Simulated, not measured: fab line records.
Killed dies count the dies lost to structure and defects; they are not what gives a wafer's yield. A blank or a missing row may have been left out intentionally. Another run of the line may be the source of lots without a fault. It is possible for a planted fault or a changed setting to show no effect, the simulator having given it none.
Matching of chambers + flow nandHarc + rieDiel-05 running NHARC_P_STI_DESCUM_14: 4 sister chambers
The step chemistry O2, time 3 s. 8 wafers are shown with their chamber, then 9 later ones without.

WAFERS PAIRED WITH THEIR CHAMBERS
| wafer  | chamber | drypumpMotorCurrentA (A) | oesProductAu (a.u.) |
|--------|---------|--------------------------|---------------------|
| L081.3 | 2       | 5.6                      | 0.984               |
| L081.4 | 2       | 5.6                      | 0.998               |
| L082.5 | 1       | 5.1                      | 1.004               |
| L086.2 | 3       | 6.2                      | 0.995               |
| L086.6 | 1       | 5.1                      | 0.998               |
| L090.2 | 3       | 6.1                      | 1.018               |
| L090.3 | 0       | 5.3                      | 1.012               |
| L090.5 | 0       | 5.3                      | 0.999               |

WAFERS WITHOUT THEIR CHAMBER
| wafer  | drypumpMotorCurrentA (A) | oesProductAu (a.u.) |
|--------|--------------------------|---------------------|
| L090.1 | 5.6                      | 1.010               |
| L090.4 | 5.2                      | 1.011               |
| L090.6 | 6.2                      | 1.014               |
| L091.1 | 6.2                      | 1.003               |
| L091.2 | 5.2                      | 1.005               |
| L091.4 | 5.3                      | 1.006               |
| L097.2 | 5.2                      | 0.996               |
| L097.4 | 5.6                      | 0.991               |
| L097.6 | 5.2                      | 0.991               |

CHAMBER TAKEN BY EACH
| wafer  | from the rows above     | in truth |
|--------|-------------------------|----------|
| L090.1 | 2                       | 2        |
| L090.4 | can't be placed: 0 or 1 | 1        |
| L090.6 | 3                       | 3        |
| L091.1 | 3                       | 3        |
| L091.2 | can't be placed: 0 or 1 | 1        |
| L091.4 | 0                       | 0        |
| L097.2 | can't be placed: 1 or 0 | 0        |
| L097.4 | 2                       | 2        |
| L097.6 | can't be placed: 1 or 0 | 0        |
5 of 9 placed correctly. Unplaceable from these rows: 4, with the true chamber sitting among the candidates in 4. Placed wrongly: 0.
How it was worked out, from the rows above alone: a wafer's distance from a chamber is the root of the sum, over the readings, of the square of ((its reading less the chamber's mean) divided by the reading's scatter). If the next closest chamber is less than 2 further off than the closest, the wafer can't be placed; otherwise it belongs to the closest. The mean given for a chamber averages the wafers shown for that chamber. The scatter is the square root of a quotient: the sum, over the shown wafers, of each reading's squared deviation from its chamber's mean, divided by wafers minus chambers.
